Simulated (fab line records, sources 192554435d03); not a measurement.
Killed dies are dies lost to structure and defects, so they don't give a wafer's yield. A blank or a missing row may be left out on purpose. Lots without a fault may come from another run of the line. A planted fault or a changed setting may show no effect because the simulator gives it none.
Which tool did it? | flow n5_finfet | 24 lots, 72 wafers sampled, at 6 steps of a route of 1938

WHAT THE GAUGES READ, wafer by wafer
The record holds no reading of a measuring or inspecting step that can be judged against a usual standard deviation.

WHICH TOOL RAN EACH LOT (tool, then ch and the chambers of the sampled wafers, then the start)
lot  | N5_BEOL_M3_DESCUM_33               | N5_BEOL_M3_SPUTTER_79        | N5_BEOL_M3_ANNEAL_80         | N5_BEOL_M3_SPUTTER_81        | N5_BEOL_M3_ANNEAL_93         | N5_BEOL_M3_ANNEAL_95
L074 | rie_diel-02 ch 1,2,3, day 6 20:37  | pvd_sputter-02, day 7 00:07  | pvd_sputter-02, day 7 00:11  | pvd_sputter-02, day 7 00:20  | pvd_sputter-02, day 7 01:17  | pvd_sputter-02, day 7 01:31
L075 | rie_diel-02 ch 0,2,3, day 7 05:11  | pvd_sputter-01, day 7 08:34  | pvd_sputter-01, day 7 08:38  | pvd_sputter-01, day 7 08:47  | pvd_sputter-01, day 7 09:44  | pvd_sputter-01, day 7 09:58
L076 | rie_diel-03 ch 1,2,3, day 7 19:01  | pvd_sputter-02, day 7 21:41  | pvd_sputter-02, day 7 21:46  | pvd_sputter-02, day 7 21:55  | pvd_sputter-02, day 7 22:52  | pvd_sputter-02, day 7 23:05
L077 | rie_diel-03 ch 1,2,3, day 8 12:55  | pvd_sputter-03, day 8 16:01  | pvd_sputter-03, day 8 16:05  | pvd_sputter-03, day 8 16:14  | pvd_sputter-03, day 8 17:11  | pvd_sputter-03, day 8 17:25
L078 | rie_diel-03 ch 0,1, day 8 13:07    | pvd_sputter-03, day 8 22:22  | pvd_sputter-03, day 8 22:26  | pvd_sputter-03, day 8 22:35  | pvd_sputter-03, day 8 23:32  | pvd_sputter-03, day 8 23:46
L079 | rie_diel-01 ch 0,2, day 8 13:41    | pvd_sputter-03, day 9 00:24  | pvd_sputter-03, day 9 00:29  | pvd_sputter-03, day 9 00:37  | pvd_sputter-03, day 9 01:35  | pvd_sputter-03, day 9 01:48
L081 | rie_diel-02 ch 0,1,2, day 8 14:05  | pvd_sputter-03, day 8 20:29  | pvd_sputter-03, day 8 20:34  | pvd_sputter-03, day 8 20:42  | pvd_sputter-03, day 8 21:40  | pvd_sputter-03, day 8 21:53
L080 | rie_diel-02 ch 0,2,3, day 8 19:08  | pvd_sputter-01, day 8 21:13  | pvd_sputter-01, day 8 21:18  | pvd_sputter-01, day 8 21:26  | pvd_sputter-01, day 8 22:24  | pvd_sputter-01, day 8 22:37
L082 | rie_diel-01 ch 0,2,3, day 8 20:54  | pvd_sputter-02, day 9 00:47  | pvd_sputter-02, day 9 00:52  | pvd_sputter-02, day 9 01:00  | pvd_sputter-02, day 9 01:58  | pvd_sputter-02, day 9 02:11
L083 | rie_diel-02 ch 2,3, day 9 11:50    | pvd_sputter-03, day 9 14:05  | pvd_sputter-03, day 9 14:10  | pvd_sputter-03, day 9 14:18  | pvd_sputter-03, day 9 15:16  | pvd_sputter-03, day 9 15:29
L084 | rie_diel-02 ch 0,1,2, day 9 11:56  | pvd_sputter-01, day 9 15:50  | pvd_sputter-01, day 9 15:55  | pvd_sputter-01, day 9 16:04  | pvd_sputter-01, day 9 17:01  | pvd_sputter-01, day 9 17:14
L085 | rie_diel-03 ch 0,2,3, day 9 19:23  | pvd_sputter-02, day 10 10:22 | pvd_sputter-02, day 10 10:27 | pvd_sputter-02, day 10 10:35 | pvd_sputter-02, day 10 11:33 | pvd_sputter-02, day 10 11:46
L087 | rie_diel-01 ch 0,1, day 10 13:47   | pvd_sputter-01, day 10 16:02 | pvd_sputter-01, day 10 16:07 | pvd_sputter-01, day 10 16:16 | pvd_sputter-01, day 10 17:13 | pvd_sputter-01, day 10 17:26
L086 | rie_diel-03 ch 0,1,3, day 10 23:14 | pvd_sputter-03, day 11 01:40 | pvd_sputter-03, day 11 01:45 | pvd_sputter-03, day 11 01:53 | pvd_sputter-03, day 11 02:51 | pvd_sputter-03, day 11 03:04
L089 | rie_diel-03 ch 0,1,2, day 10 23:21 | pvd_sputter-02, day 11 05:13 | pvd_sputter-02, day 11 05:18 | pvd_sputter-02, day 11 05:26 | pvd_sputter-02, day 11 06:24 | pvd_sputter-02, day 11 06:37
L088 | rie_diel-03 ch 0,1,2, day 11 00:46 | pvd_sputter-03, day 11 05:13 | pvd_sputter-03, day 11 05:17 | pvd_sputter-03, day 11 05:26 | pvd_sputter-03, day 11 06:23 | pvd_sputter-03, day 11 06:37
L090 | rie_diel-03 ch 0,1, day 11 01:56   | pvd_sputter-03, day 11 08:35 | pvd_sputter-03, day 11 08:40 | pvd_sputter-03, day 11 08:48 | pvd_sputter-03, day 11 09:46 | pvd_sputter-03, day 11 09:59
L091 | rie_diel-03 ch 1,3, day 11 05:17   | pvd_sputter-01, day 11 10:14 | pvd_sputter-01, day 11 10:19 | pvd_sputter-01, day 11 10:28 | pvd_sputter-01, day 11 11:25 | pvd_sputter-01, day 11 11:38
L092 | rie_diel-03 ch 1,2,3, day 11 13:07 | pvd_sputter-02, day 12 00:00 | pvd_sputter-02, day 12 00:05 | pvd_sputter-02, day 12 00:13 | pvd_sputter-02, day 12 01:11 | pvd_sputter-02, day 12 01:24
L093 | rie_diel-01 ch 0,1,3, day 11 13:56 | pvd_sputter-03, day 11 19:53 | pvd_sputter-03, day 11 19:58 | pvd_sputter-03, day 11 20:06 | pvd_sputter-03, day 11 21:04 | pvd_sputter-03, day 11 21:17
L094 | rie_diel-02 ch 0,1, day 11 22:42   | pvd_sputter-01, day 12 14:22 | pvd_sputter-01, day 12 14:27 | pvd_sputter-01, day 12 14:35 | pvd_sputter-01, day 12 15:33 | pvd_sputter-01, day 12 15:46
L095 | rie_diel-03 ch 1,2,3, day 12 20:45 | pvd_sputter-03, day 13 01:41 | pvd_sputter-03, day 13 01:46 | pvd_sputter-03, day 13 01:55 | pvd_sputter-03, day 13 02:52 | pvd_sputter-03, day 13 03:05
L096 | rie_diel-01 ch 0,1,2, day 12 23:16 | pvd_sputter-01, day 13 05:38 | pvd_sputter-01, day 13 05:43 | pvd_sputter-01, day 13 05:52 | pvd_sputter-01, day 13 06:49 | pvd_sputter-01, day 13 07:02
L097 | rie_diel-01 ch 0,2, day 13 05:01   | pvd_sputter-03, day 13 11:26 | pvd_sputter-03, day 13 11:31 | pvd_sputter-03, day 13 11:40 | pvd_sputter-03, day 13 12:37 | pvd_sputter-03, day 13 12:50
- N5_BEOL_M3_DESCUM_33: chemistry O2, time 7 s.
- N5_BEOL_M3_SPUTTER_79: material Cu, target thk 4.5 nm, time 8.29 s.
- N5_BEOL_M3_ANNEAL_80: time 240 s.
- N5_BEOL_M3_SPUTTER_81: material Cu, target thk 4.5 nm, time 8.29 s.
- N5_BEOL_M3_ANNEAL_93: time 240 s.
- N5_BEOL_M3_ANNEAL_95: time 240 s.

WHAT THE TOOLS THEMSELVES READ (means of the sampled wafers that have a number; where no wafer has one, the mark that the record gives instead)
N5_BEOL_M3_DESCUM_33.
lot  | tool        | drypump_motor_current_A (A) | oes_product_au (a.u.) | rf_vpp_V (V) | showerhead_plenum_p_Torr (Torr) | throttle_valve_pct (%)
L074 | rie_diel-02 | 5.5                         | 0.78                  | 242.4        | 2.04                            | 20.37
L075 | rie_diel-02 | 5.7                         | 0.80                  | 243.2        | 2.07                            | 20.52
L076 | rie_diel-03 | 5.8                         | 0.76                  | 244.6        | 2.15                            | 20.45
L077 | rie_diel-03 | 5.8                         | 0.76                  | 245.4        | 2.15                            | 20.47
L078 | rie_diel-03 | 5.2                         | 0.74                  | 243.1        | 2.09                            | 20.70
L079 | rie_diel-01 | 5.3                         | 0.86                  | 245.5        | 2.20                            | 20.39
L081 | rie_diel-02 | 5.4                         | 0.75                  | 241.9        | 2.00                            | 20.47
L080 | rie_diel-02 | 5.7                         | 0.80                  | 242.9        | 2.07                            | 20.54
L082 | rie_diel-01 | 5.4                         | 0.80                  | 244.4        | 2.16                            | 20.49
L083 | rie_diel-02 | 5.8                         | 0.82                  | 243.5        | 2.11                            | 20.44
L084 | rie_diel-02 | 5.4                         | 0.73                  | 241.7        | 2.00                            | 20.49
L085 | rie_diel-03 | 5.8                         | 0.74                  | 244.5        | 2.14                            | 20.45
L087 | rie_diel-01 | 5.9                         | 0.79                  | 243.7        | 2.20                            | 20.64
L086 | rie_diel-03 | 5.4                         | 0.73                  | 242.7        | 2.12                            | 20.64
L089 | rie_diel-03 | 5.6                         | 0.72                  | 243.8        | 2.11                            | 20.54
L088 | rie_diel-03 | 5.6                         | 0.73                  | 243.2        | 2.11                            | 20.54
L090 | rie_diel-03 | 5.3                         | 0.73                  | 242.8        | 2.08                            | 20.70
L091 | rie_diel-03 | 5.6                         | 0.75                  | 244.1        | 2.15                            | 20.59
L092 | rie_diel-03 | 5.8                         | 0.73                  | 244.4        | 2.14                            | 20.49
L093 | rie_diel-01 | 5.7                         | 0.76                  | 243.5        | 2.15                            | 20.65
L094 | rie_diel-02 | 5.2                         | 0.70                  | 242.9        | 2.03                            | 20.45
L095 | rie_diel-03 | 5.8                         | 0.73                  | 244.2        | 2.14                            | 20.51
L096 | rie_diel-01 | 5.6                         | 0.79                  | 243.7        | 2.20                            | 20.56
L097 | rie_diel-01 | 5.3                         | 0.82                  | 245.3        | 2.19                            | 20.43

N5_BEOL_M3_SPUTTER_79.
lot  | tool           | chuck_sensor_temp_C (C) | throttle_valve_pct (%)
L074 | pvd_sputter-02 | -16.1                   | 30.4
L075 | pvd_sputter-01 | -15.7                   | 30.6
L076 | pvd_sputter-02 | -16.0                   | 30.5
L077 | pvd_sputter-03 | -15.8                   | 30.1
L078 | pvd_sputter-03 | -15.7                   | 30.2
L079 | pvd_sputter-03 | -15.7                   | 29.6
L081 | pvd_sputter-03 | -15.6                   | 30.1
L080 | pvd_sputter-01 | -15.8                   | 31.5
L082 | pvd_sputter-02 | -15.7                   | 30.3
L083 | pvd_sputter-03 | -15.6                   | 29.6
L084 | pvd_sputter-01 | -16.1                   | 30.1
L085 | pvd_sputter-02 | -15.9                   | 30.6
L087 | pvd_sputter-01 | -15.7                   | 31.8
L086 | pvd_sputter-03 | -15.7                   | 30.0
L089 | pvd_sputter-02 | -16.0                   | 30.4
L088 | pvd_sputter-03 | -15.8                   | 30.4
L090 | pvd_sputter-03 | -15.7                   | 30.0
L091 | pvd_sputter-01 | -16.2                   | 31.9
L092 | pvd_sputter-02 | -16.0                   | 30.9
L093 | pvd_sputter-03 | -15.6                   | 30.0
L094 | pvd_sputter-01 | -15.9                   | 31.5
L095 | pvd_sputter-03 | -15.7                   | 30.1
L096 | pvd_sputter-01 | -16.0                   | 31.2
L097 | pvd_sputter-03 | -15.8                   | 30.5

N5_BEOL_M3_ANNEAL_80.
lot  | tool           | heater_power_w (W)
L074 | pvd_sputter-02 | 879
L075 | pvd_sputter-01 | 845
L076 | pvd_sputter-02 | 910
L077 | pvd_sputter-03 | 880
L078 | pvd_sputter-03 | 888
L079 | pvd_sputter-03 | 901
L081 | pvd_sputter-03 | 846
L080 | pvd_sputter-01 | 828
L082 | pvd_sputter-02 | 911
L083 | pvd_sputter-03 | 893
L084 | pvd_sputter-01 | 836
L085 | pvd_sputter-02 | 886
L087 | pvd_sputter-01 | 822
L086 | pvd_sputter-03 | 836
L089 | pvd_sputter-02 | 874
L088 | pvd_sputter-03 | 889
L090 | pvd_sputter-03 | 836
L091 | pvd_sputter-01 | 834
L092 | pvd_sputter-02 | 877
L093 | pvd_sputter-03 | 847
L094 | pvd_sputter-01 | 854
L095 | pvd_sputter-03 | 833
L096 | pvd_sputter-01 | 815
L097 | pvd_sputter-03 | 866

N5_BEOL_M3_SPUTTER_81.
lot  | tool           | chuck_sensor_temp_C (C) | throttle_valve_pct (%)
L074 | pvd_sputter-02 | -16.0                   | 30.3
L075 | pvd_sputter-01 | -15.9                   | 30.5
L076 | pvd_sputter-02 | -16.0                   | 30.6
L077 | pvd_sputter-03 | -15.7                   | 30.1
L078 | pvd_sputter-03 | -15.7                   | 30.5
L079 | pvd_sputter-03 | -15.6                   | 29.4
L081 | pvd_sputter-03 | -15.7                   | 30.1
L080 | pvd_sputter-01 | -15.8                   | 31.5
L082 | pvd_sputter-02 | -15.8                   | 30.1
L083 | pvd_sputter-03 | -15.6                   | 29.6
L084 | pvd_sputter-01 | -16.0                   | 30.4
L085 | pvd_sputter-02 | -15.7                   | 30.4
L087 | pvd_sputter-01 | -15.6                   | 32.0
L086 | pvd_sputter-03 | -15.7                   | 30.1
L089 | pvd_sputter-02 | -16.0                   | 30.4
L088 | pvd_sputter-03 | -15.8                   | 30.4
L090 | pvd_sputter-03 | -15.7                   | 30.1
L091 | pvd_sputter-01 | -16.1                   | 32.0
L092 | pvd_sputter-02 | -16.1                   | 30.7
L093 | pvd_sputter-03 | -15.6                   | 29.9
L094 | pvd_sputter-01 | -16.0                   | 31.4
L095 | pvd_sputter-03 | -15.6                   | 30.2
L096 | pvd_sputter-01 | -16.1                   | 31.2
L097 | pvd_sputter-03 | -15.8                   | 30.4

N5_BEOL_M3_ANNEAL_93.
lot  | tool           | heater_power_w (W)
L074 | pvd_sputter-02 | 884
L075 | pvd_sputter-01 | 835
L076 | pvd_sputter-02 | 883
L077 | pvd_sputter-03 | 885
L078 | pvd_sputter-03 | 897
L079 | pvd_sputter-03 | 901
L081 | pvd_sputter-03 | 841
L080 | pvd_sputter-01 | 804
L082 | pvd_sputter-02 | 896
L083 | pvd_sputter-03 | 879
L084 | pvd_sputter-01 | 839
L085 | pvd_sputter-02 | 864
L087 | pvd_sputter-01 | 831
L086 | pvd_sputter-03 | 839
L089 | pvd_sputter-02 | 892
L088 | pvd_sputter-03 | 889
L090 | pvd_sputter-03 | 841
L091 | pvd_sputter-01 | 831
L092 | pvd_sputter-02 | 869
L093 | pvd_sputter-03 | 833
L094 | pvd_sputter-01 | 849
L095 | pvd_sputter-03 | 837
L096 | pvd_sputter-01 | 808
L097 | pvd_sputter-03 | 887

N5_BEOL_M3_ANNEAL_95.
lot  | tool           | heater_power_w (W)
L074 | pvd_sputter-02 | 900
L075 | pvd_sputter-01 | 849
L076 | pvd_sputter-02 | 903
L077 | pvd_sputter-03 | 888
L078 | pvd_sputter-03 | 897
L079 | pvd_sputter-03 | 868
L081 | pvd_sputter-03 | 824
L080 | pvd_sputter-01 | 837
L082 | pvd_sputter-02 | 883
L083 | pvd_sputter-03 | 885
L084 | pvd_sputter-01 | 837
L085 | pvd_sputter-02 | 877
L087 | pvd_sputter-01 | 830
L086 | pvd_sputter-03 | 847
L089 | pvd_sputter-02 | 892
L088 | pvd_sputter-03 | 872
L090 | pvd_sputter-03 | 826
L091 | pvd_sputter-01 | 839
L092 | pvd_sputter-02 | 877
L093 | pvd_sputter-03 | 842
L094 | pvd_sputter-01 | 853
L095 | pvd_sputter-03 | 836
L096 | pvd_sputter-01 | 830
L097 | pvd_sputter-03 | 877

THE ANSWER, worked out from the rows above alone
Rule: what is usual is taken from the lots themselves. Put in order of their means at a reading, lots are off if they are a third of the lots or fewer, leave a main group of 4 or more, and stand apart from it by a gap of 3 or more times the standard deviation of the main group's means; of several such gaps the widest counts. A main group whose means are all the same, to the digits that the tables above print for the reading, isn't used. A lot without any number at a reading at which 4 lots or more have one is off too. The other lots that the step has rows for count as sound. The gauges are gone through in route order, then the tools' own readings, and for those a lot's mean is taken as printed above. The first step at which some lot is off is used, and at that step the reading that is off furthest; a lot without a number counts as furthest.
No lot is off at any reading shown: from this, nothing can be told.

WHAT THE SIMULATOR HAD PUT IN
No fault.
